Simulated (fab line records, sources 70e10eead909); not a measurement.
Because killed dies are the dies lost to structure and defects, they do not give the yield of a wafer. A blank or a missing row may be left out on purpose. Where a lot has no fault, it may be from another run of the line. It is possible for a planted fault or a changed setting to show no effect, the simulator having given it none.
2 desks looking at one fault -- flow nand-harc -- only its own numbers are on each desk; what lay behind them is given at the end

FROM THE METROLOGY DESK
Means of the sampled wafers that have a number, per lot and without regard to the tool the lot ran on: this is what the gauges read. If a lot's mean is further than 4 standard deviations from the usual mean, the lot is out of limits and carries the mark OUT (the distance appears in the brackets).
Columns: A = cd-nm at NHARC_P_CONTACT_CD_MEAS_12, usual 89.8 nm
lot,first seen here,A
L218,day 5 19:15,89.5
L219,day 6 07:53,89.6
L220,day 6 14:56,89.8
L221,day 7 05:02,89.3
L222,day 7 17:03,89.9
L223,day 8 00:05,89.0
L225,day 9 02:09,89.8
L228,day 10 12:31,89.2
L229,day 10 13:57,90.1
L235,day 12 19:10,90.1
L237,day 14 01:59,89.9
L239,day 14 16:51,89.9
L240,day 15 10:56,89.7
This desk's verdict: no lot among the 13 shows anything out of limits.

THE DEFECT DESK
Inspection counts along the route, by lot: the mean over sampled wafers that carry a number. If a lot's mean is further than 4 standard deviations from the usual mean, the lot is out of limits and carries the mark OUT (the distance appears in the brackets).
Columns: A = raw-defect-count at NHARC_P_GATE_INSPECT_68, usual 182
lot,first seen here,A
L218,day 5 17:38,353
L219,day 6 06:24,205
L220,day 6 13:26,227
L221,day 7 03:25,116
L222,day 7 15:34,164
L223,day 7 22:29,156
L225,day 9 00:40,169
L228,day 10 10:53,558 (+5.2) OUT
L229,day 10 12:28,580 (+5.5) OUT
L235,day 12 17:41,149
L237,day 14 00:28,199
L239,day 14 15:14,127
L240,day 15 09:20,238
This desk finds L228, L229 out of limits, L228 being first, at day 10 10:53 (raw-defect-count at NHARC_P_GATE_INSPECT_68). L218, L219, L220, L221, L222, L223, L225, L235, L237, L239, L240: within limits.

ALL TOGETHER
The defect desk could have raised an alarm at day 10 10:53, on L228, L229.
Metrology desk: nothing out of limits seen.
The metrology desk holds a record of L228, L229, inside its limits.
The lots listed all ran NHARC_P_GATE_ETCH_77 on wet-bench-01.

WHAT HAD BEEN PUT IN BY THE SIMULATOR
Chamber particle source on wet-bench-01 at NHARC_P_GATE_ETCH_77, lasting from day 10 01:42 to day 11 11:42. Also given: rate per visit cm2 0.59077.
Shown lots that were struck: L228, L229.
Hours from the fault's start to each desk's first reading out of limits: the defect desk, 9.
